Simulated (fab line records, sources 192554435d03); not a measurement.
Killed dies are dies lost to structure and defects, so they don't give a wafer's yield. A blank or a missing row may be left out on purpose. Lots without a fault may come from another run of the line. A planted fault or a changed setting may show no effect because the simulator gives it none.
Split-lot experiment | flow n5_finfet | 7 lots, 39 wafers read, on a route of 1938 steps

THE SPLIT
At N5_BEOL_M10_TRENCH_ETCH_37 (etches SiCOH lowk in C4F6/O2, target depth 148.83 nm, time 48 s), the setting time_s was moved away from the recipe's 48 s on 15 of the 39 wafers read, by -55.8% to +53.4%. The other wafers ran this setting at the recipe's value.

FROM THE SPLIT TO THE READING: what the file shows between them, 8 steps
- N5_BEOL_M10_ETCH_41: etches SiCN in CH3F/O2, target depth 42.6 nm, time 86 s
- N5_BEOL_M10_STRIP_77: strips in N2/H2, time 10 s
- N5_BEOL_M10_OCD_MEAS_38
- N5_BEOL_M10_HM_STRIP_39: strips TiN in peroxide tin strip, target depth 25 nm, time 158 s
- N5_BEOL_M10_SRD_40: time 30 s
- N5_BEOL_M10_ECD_50: material Cu, target thk 318 nm
- N5_BEOL_M10_ANNEAL_51: time 90 s
- N5_BEOL_M10_CMP_52: polishes, stops on SiCOH lowk, t overpolish 7 s, target thk 140 nm

THE READING
M10_THK, in nm, at N5_BEOL_M10_THK_MEAS_53 (measures by xrf). Fault-free wafers of this fab line usually give 141.4 nm, standard deviation 2.8 nm.

wafer  | tool, chamber at the split | time_s as run, s | against the recipe | M10_THK, nm | against lot-mates on the recipe
L077.1 | rie_diel-03, 0             | 48               | recipe             | 141.4       | -
L077.2 | rie_diel-03, 2             | 48               | recipe             | 139.1       | -
L077.3 | rie_diel-03, 3,0           | 48               | recipe             | 145.0       | -
L077.4 | rie_diel-03, 1             | 48               | recipe             | 141.0       | -
L077.5 | rie_diel-03, 3             | 48               | recipe             | 144.3       | -
L077.6 | rie_diel-03, 3,0           | 48               | recipe             | 144.1       | -
L078.1 | rie_diel-03, 2             | 25.28            | -47.3%             | 69.6        | -73.2
L078.2 | rie_diel-03, 0             | 48               | recipe             | 144.5       | -
L078.3 | rie_diel-03, 1             | 25.28            | -47.3%             | 67.9        | -74.9
L078.4 | rie_diel-03, 3             | 25.28            | -47.3%             | 69.1        | -73.7
L078.5 | rie_diel-03, 0             | 48               | recipe             | 143.6       | -
L078.6 | rie_diel-03, 1             | 48               | recipe             | 140.4       | -
L079.3 | rie_diel-01, 0             | 48               | recipe             | 144.9       | -
L079.4 | rie_diel-01, 2             | 48               | recipe             | 143.5       | -
L079.5 | rie_diel-01, 2             | 48               | recipe             | 142.2       | -
L081.1 | rie_diel-03, 0             | 21.21            | -55.8%             | 59.0        | -84.7
L081.2 | rie_diel-03, 2             | 21.21            | -55.8%             | 57.5        | -86.2
L081.3 | rie_diel-03, 3             | 48               | recipe             | 143.7       | -
L081.4 | rie_diel-03, 1             | 48               | recipe             | 142.1       | -
L081.5 | rie_diel-03, 0             | 48               | recipe             | 145.3       | -
L081.6 | rie_diel-03, 1             | 21.21            | -55.8%             | 57.0        | -86.7
L086.1 | rie_diel-03, 1             | 26.67            | -44.4%             | 72.6        | -68.9
L086.2 | rie_diel-03, 3             | 26.67            | -44.4%             | 74.5        | -67.0
L086.3 | rie_diel-03, 2             | 26.67            | -44.4%             | 72.9        | -68.6
L086.4 | rie_diel-03, 0             | 48               | recipe             | 142.4       | -
L086.5 | rie_diel-03, 1             | 48               | recipe             | 142.7       | -
L086.6 | rie_diel-03, 2             | 48               | recipe             | 139.4       | -
L087.1 | rie_diel-03, 2             | 48               | recipe             | 140.0       | -
L087.2 | rie_diel-03, 1             | 73.64            | +53.4%             | 219.9       | +79.7
L087.3 | rie_diel-03, 3             | 73.64            | +53.4%             | 222.2       | +82.0
L087.4 | rie_diel-03, 0             | 48               | recipe             | 142.4       | -
L087.5 | rie_diel-03, 1             | 48               | recipe             | 138.2       | -
L087.6 | rie_diel-03, 2             | 73.64            | +53.4%             | 223.2       | +83.0
L096.1 | rie_diel-03, 0             | 23.59            | -50.9%             | 64.7        | -75.6
L096.2 | rie_diel-03, 3             | 48               | recipe             | 142.1       | -
L096.3 | rie_diel-03, 1             | 48               | recipe             | 138.8       | -
L096.4 | rie_diel-03, 1             | 23.59            | -50.9%             | 61.8        | -78.5
L096.5 | rie_diel-03, 0             | 23.59            | -50.9%             | 64.3        | -76.0
L096.6 | rie_diel-03, 3             | 48               | recipe             | 140.0       | -
Where a row lists several chambers, the file gives one row for several wafers and doesn't say which wafer went through which chamber.

THE FIT
A straight line over all 39 wafers: M10_THK changes by +1.52 nm for each +1% of time_s; r = +1.00; the points scatter about the line by 1.9 nm.
The same after taking each lot's own level away (the mean of its wafers on the recipe; 39 wafers): +1.53 nm for each +1%; r = +1.00; scatter 1.6 nm.
On that fit, the largest move of time_s shifts the reading by 86 nm.
The lots' own levels span 140.20 to 143.70 nm, that is 1.2 times the standard deviation above.
So the lot-to-lot level changes the slope little: the two slopes agree.
Check: with one of the wafers moved furthest among these (-55.8%) left out of the fit, the line predicts -85.7 nm for it against its lot-mates. It came out at -84.7 nm against them.

THE WHOLE CHAIN: every reading that the file lists as answering this split, in the file's order
step                       | what it does                                                       | reading                                                                           | change (the file's fit)                                                              | r (the file's)
N5_BEOL_M10_TRENCH_ETCH_37 | etches SiCOH lowk in C4F6/O2, target depth 148.83 nm, time 48 s    | BEOL_M10.feature_depth_nm (the simulator's own value, which no gauge read)        | +1.51 nm for each +1% of the setting                                                 | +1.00
N5_BEOL_M10_TRENCH_ETCH_37 | etches SiCOH lowk in C4F6/O2, target depth 148.83 nm, time 48 s    | etch.depth_nm (the simulator's own value, which no gauge read)                    | +1.51 nm for each +1% of the setting                                                 | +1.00
N5_BEOL_M10_TRENCH_ETCH_37 | etches SiCOH lowk in C4F6/O2, target depth 148.83 nm, time 48 s    | TiN_of_BEOL_M10_HM_DEP_02.thk_nm (the simulator's own value, which no gauge read) | -0.0397 nm for each +1% of the setting                                               | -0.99
N5_BEOL_M10_OCD_MEAS_38    |                                                                    | trench_depth_nm                                                                   | +1.51 nm for each +1% of the setting                                                 | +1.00
N5_BEOL_M10_CMP_52         | polishes, stops on SiCOH lowk, t overpolish 7 s, target thk 140 nm | Cu_of_BEOL_M10_ECD_50.thk_nm (the simulator's own value, which no gauge read)     | +1.52 nm for each +1% of the setting                                                 | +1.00
N5_BEOL_M10_THK_MEAS_53    | measures by xrf                                                    | M10_THK                                                                           | +1.53 for each +1% of the setting                                                    | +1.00
N5_BEOL_M10_RS_MEAS_57     | measures by four-point-probe                                       | M10_RS                                                                            | not straight: 0.424 at the lowest setting, 0.149 at the recipe, 0.093 at the highest | not given

THE FILE'S OWN FIT
M10_THK changes by +1.53 nm for each +1% of time_s, r = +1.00.
